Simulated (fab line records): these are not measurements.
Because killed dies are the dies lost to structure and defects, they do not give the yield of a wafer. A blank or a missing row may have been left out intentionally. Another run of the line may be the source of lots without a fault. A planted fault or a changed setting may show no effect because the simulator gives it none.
Matching of chambers | flow n5Finfet | 3 sister chambers for N5_BEOL_M10_CURE_71 on uvCure-02
The step cures SiCOH lowk, time 240 s. 6 wafers are shown with their chamber, then 12 later ones without.

== WAFERS PAIRED WITH THEIR CHAMBERS ==
wafer  | chamber | wafer_temp_C_max | lampPowerPct (%)
L082.2 | 1       | 387.6            | 52.27
L082.5 | 1       | 388.6            | 52.31
L085.2 | 0       | 387.1            | 52.33
L085.3 | 0       | 387.2            | 52.26
L088.4 | 2       | 387.4            | 52.40
L088.6 | 2       | 387.5            | 52.29

== WAFERS MISSING THEIR CHAMBER ==
wafer  | wafer_temp_C_max | lampPowerPct (%)
L088.2 | 387.6            | 52.34
L088.3 | 387.6            | 52.29
L088.5 | 388.0            | 52.43
L090.1 | 387.6            | 52.23
L090.3 | 387.4            | 52.23
L090.4 | 386.8            | 52.37
L095.1 | 387.1            | 52.32
L095.2 | 387.1            | 52.31
L095.6 | 387.6            | 52.29
L095.3 | 387.0            | 52.40
L095.4 | 386.1            | 52.33
L095.5 | 387.4            | 52.36

== WHICH CHAMBER EACH WENT THROUGH ==
wafer  | from the rows above          | in truth
L088.2 | can't be placed: 2 or 0 or 1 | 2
L088.3 | can't be placed: 2 or 0 or 1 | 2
L088.5 | can't be placed: 2 or 1 or 0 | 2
L090.1 | can't be placed: 0 or 1 or 2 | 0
L090.3 | can't be placed: 0 or 1 or 2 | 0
L090.4 | can't be placed: 0 or 2 or 1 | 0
L095.1 | can't be placed: 0 or 2      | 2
L095.2 | can't be placed: 0 or 2      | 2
L095.6 | can't be placed: 2 or 0 or 1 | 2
L095.3 | can't be placed: 2 or 0 or 1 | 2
L095.4 | can't be placed: 0 or 2      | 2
L095.5 | can't be placed: 2 or 0 or 1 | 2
Correctly placed: 0 of 12. From these rows, 12 cannot be placed; in 12 the true chamber is one of the candidates. Placed wrongly: 0.
How it was worked out, from the rows above alone: a wafer's distance from a chamber is the root of the sum, over the readings, of the square of ((its reading less the chamber's mean) divided by the reading's scatter). The wafer belongs to the nearest chamber; if the next one is less than 2 further off, it can't be placed. A chamber's mean is the mean of its shown wafers. How the scatter is found: for the shown wafers, subtract from each reading the mean of its chamber, square and add these, divide the total by (wafers less chambers), then take the root.
